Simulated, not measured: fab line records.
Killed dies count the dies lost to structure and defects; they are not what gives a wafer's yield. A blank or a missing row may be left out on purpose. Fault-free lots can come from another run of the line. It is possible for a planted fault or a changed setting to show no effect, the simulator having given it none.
Struck lot and sound lot, side by side / flow nand-harc / 15 steps out of a route of 1302
Sound: wafers L125.2, L125.4, L125.6. Struck: wafer L132.3 (left out: L132.2, L132.6 of the same lot, which were not struck); the cause appears at the end.
At each step with rows: each side's tool, then ch and its chambers, then its first start. Under that, the readings that differ: sound wafers / struck wafers / difference of the means / sigmas: that difference in standard deviations of wafers without a fault.
alike: a reading whose means differ by less than 2 such deviations, as well as words and numbers matching on both sides. not compared: withheld readings; readings where some wafer has no value; bounds like >300 that might hide an equal value; numbers whose values overlap and for which the record gives no deviation.
A row with sigmas, a row that says differs or no value, or rows on one side alone: a step with any of these is where the two part. When numbers do not overlap yet have no deviation, they are printed without sigmas and do not part them. A reading missing from all wafers of one side parts the sides only when that side holds two or more wafers.

NHARC_A_DECK1_JOINT_ETCHBACK_00: etches the open film in HBr, target depth 30 nm, time 17.4 s.
  sound on rie-si-04 ch 1,2,3, day 12 15:41; struck on rie-si-05 ch 0, day 15 06:01
  alike: drypump-motor-current-A, oes-product-au, throttle-valve-pct
  not compared: rf-hours-counter-h
then, 8 steps without rows for these wafers: NHARC_A_DECK1_JOINT_PRECLEAN_30 (cleans in SC1); NHARC_A_DECK1_JOINT_SRD_31; NHARC_A_DECK1_JOINT_CVD_34 (deposits SiNx, target thk 20 nm); NHARC_A_DECK1_JOINT_DEP_06 (deposits SiOx, target thk 80 nm); NHARC_A_DECK1_JOINT_CURE_26 (time 32 s); NHARC_A_DECK1_JOINT_ANNEAL_27 (time 3600 s); NHARC_A_DECK1_JOINT_ANNEAL_28 (time 1800 s); NHARC_A_DECK1_JOINT_ANNEAL_29 (time 1800 s).
NHARC_A_DECK1_JOINT_CMP_02: polishes SiOx.
  sound on cmp-01 ch 0,2,3, day 13 14:26; struck on cmp-02 ch 2, day 16 06:00
  alike: motor-current-A
next, for these wafers, 1 step has no rows: NHARC_A_DECK1_JOINT_SRD_15.
NHARC_A_DECK1_JOINT_DEP_16: deposits SiO2, target thk 45 nm.
  sound on pecvd-04 ch 1,2, day 13 14:52; struck on pecvd-04 ch 0, day 16 06:25
  alike: heater-power-outer-w, heater-power-w, throttle-valve-pct
NHARC_A_DECK1_JOINT_THK_MEAS_17: measures by ellipsometry.
  sound on film-metro-01 at day 13 15:05; struck on film-metro-02 at day 16 06:41
reading=thk-nm (nm); sound=44.6 46.8 46.7; struck=36.5; difference=-9.5; sigmas=-9
NHARC_A_DECK1_JOINT_INSPECT_05:
  sound on defect-inspect-01 at day 13 15:08; struck on defect-inspect-02 at day 16 06:44
  alike: raw-defect-count
-- break in the record here, with 13 days between the starts of the struck wafers on either side (left off in module A_DECK1_JOINT, picked up again in module END, where the first step shown is number 1302 on the route) --
NHARC_END_SORT_01:
  at this point the record logs the struck wafers (prober-02 ch 0, day 29 05:23) and has no rows for the sound ones

WHERE THEY PART
At NHARC_A_DECK1_JOINT_THK_MEAS_17 first; at NHARC_END_SORT_01 last (within this record only).

WHY: what had been put in by the simulator
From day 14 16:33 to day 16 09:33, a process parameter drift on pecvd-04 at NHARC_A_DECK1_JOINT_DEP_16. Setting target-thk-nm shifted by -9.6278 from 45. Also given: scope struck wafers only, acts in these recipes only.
